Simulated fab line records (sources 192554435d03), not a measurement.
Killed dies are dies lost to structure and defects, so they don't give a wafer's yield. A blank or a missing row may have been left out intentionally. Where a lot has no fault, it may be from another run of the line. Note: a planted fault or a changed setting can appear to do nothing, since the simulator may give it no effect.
A struck lot beside a sound one / flow n5-finfet / 16 out of 1938 route steps
Sound: these wafers, L918.1, L918.2, L918.5. Struck: wafer L913.4 (L913.1, L913.5, from the same lot, were not struck and are left out); the cause is given at the end.
For every step that has rows: the tool of each side, followed by ch and its chambers, followed by its first start. Under that, the readings that differ: sound wafers / struck wafers / difference of the means / sigmas: that difference in standard deviations of wafers without a fault.
alike: same words and numbers on both sides, and readings whose means sit less than 2 such deviations apart. not compared: any withheld reading, any reading some wafer has no value for, any bound like >300 that may hide the same value, and any number with overlapping values for which the record gives no deviation.
Wherever a step has rows on one side only, a row that says differs or no value, or a row with sigmas, the two part there. Numbers that have no deviation but don't overlap get no sigmas and don't part them. A reading that every wafer of one side lacks parts them only if that side has two wafers or more.

N5_BEOL_M2_ANNEAL_95: time 240 s.
  sound: pvd-sputter-02 at day 10 13:23; struck: pvd-sputter-02 at day 9 02:35
  alike: heater-power-w
N5_BEOL_M2_SPUTTER_96: material Cu, target thk 4.5 nm, time 8.29 s.
  sound: pvd-sputter-02 at day 10 13:32; struck: pvd-sputter-02 at day 9 02:43
  alike: throttle-valve-pct
then, 2 steps without rows for these wafers: N5_BEOL_M2_ECD_50 (material Cu, target thk 300 nm); N5_BEOL_M2_ANNEAL_51 (time 90 s).
N5_BEOL_M2_CMP_52: polishes, stops on SiOC, t overpolish 6.8 s, target thk 40 nm.
  sound on cmp-03 ch 0,2, day 10 14:01; struck on cmp-03 ch 0, day 9 03:13
reading=retaining-ring-pressure-frac; sound=0.995 0.998 1.000; struck=1.008; difference=+0.010; sigmas=+2
  alike: barrier-field-endpoint-s, head-pressure-psi, motor-current-A, overpolish-run-s, time-to-endpoint-s
  not compared: pad-life-wafers
N5_BEOL_M2_THK_MEAS_53: measures by xrf.
  sound: film-metro-01 at day 10 14:19; struck: film-metro-01 at day 9 03:31
  alike: M2_THK
then, 1 step without rows for these wafers: N5_BEOL_M2_PRE_CLEAN_60 (time 15 s).
N5_BEOL_M2_CO_CAP_55: material Co, precursor CCTBA/H2, target thk 2 nm, time 102.1 s.
  sound on cvd-co-02 ch 0,2, day 10 14:25; struck on cvd-co-01 ch 2, day 9 03:35
  alike: heater-power-w
then, 1 step without rows for these wafers: N5_BEOL_M2_PRE_CLEAN_56 (time 15 s).
N5_BEOL_M2_DEP_57: deposits SiCN from 3MS/NH3, target thk 8 nm, time 14 s.
  sound on pecvd-04 ch 1,2, day 10 14:34; struck on pecvd-03 ch 1, day 9 03:42
  alike: showerhead-plenum-p-Torr, throttle-valve-pct
N5_BEOL_M2_RS_MEAS_58: the measuring method here is four-point-probe.
  sound: film-metro-02 at day 10 14:38; struck: film-metro-01 at day 9 03:46
  alike: M2_RS
N5_BEOL_M2_INSPECT_59: inspects for defects (darkfield).
  sound: defect-inspect-01 at day 10 14:40; struck: defect-inspect-01 at day 9 03:48
  alike: raw-defect-count
N5_BEOL_M3_ILD_DEP_00: deposits SiOC from DEMS/O2, target thk 79 nm, time 15.3 s.
  sound on pecvd-01 ch 0,1,2, day 10 14:42; struck on pecvd-02 ch 0, day 9 03:50
reading=susceptor-temp-C (C); sound=349.44 350.21 350.21; struck=353.85; difference=+3.90; sigmas=+19
  alike: heater-power-w, showerhead-plenum-p-Torr, throttle-valve-pct
N5_BEOL_M3_THK_MEAS_01:
  sound: film-metro-02 at day 10 14:46; struck: film-metro-01 at day 9 03:54
  alike: M3_ILD_THK
N5_BEOL_M4_RC_MEAS_101:
  sound on prober-02 ch 0, day 12 22:36; struck on prober-01 ch 0, day 10 12:16
  alike: DIBL_N, DIBL_P, IOFF_N, IOFF_P, ION_N, ION_P, SS_N, SS_P, VT_N, VT_P
-- here the record skips 4 days between the struck wafers' starts before and after, leaving off in module BEOL_M4 and picking up in module PASSIVATION (first step shown: number 1936 of the route) --
N5_PASSIVATION_PROBE_49:
  sound: prober-01 at day 16 20:47; struck: prober-01 at day 14 20:36
  alike: defect-limited-yield, killed_at_M0_to_M3, killed_at_M4_up, killed-at-contacts, killed-at-front-end, killed-at-other, killed-dies, killed-open, killed-short, sort_bin_4_leakage, sort_bin_5_function, sort_bin_6_memory, sort_bin_8_speed, sort-n-pass

WHERE THEY PART
Earliest at N5_BEOL_M2_CMP_52; latest, in this record, at N5_BEOL_M3_ILD_DEP_00. Later steps at which nothing parts them and some readings are alike: N5_BEOL_M3_THK_MEAS_01, N5_BEOL_M4_RC_MEAS_101, N5_PASSIVATION_PROBE_49.

WHY: whatever the simulator had introduced
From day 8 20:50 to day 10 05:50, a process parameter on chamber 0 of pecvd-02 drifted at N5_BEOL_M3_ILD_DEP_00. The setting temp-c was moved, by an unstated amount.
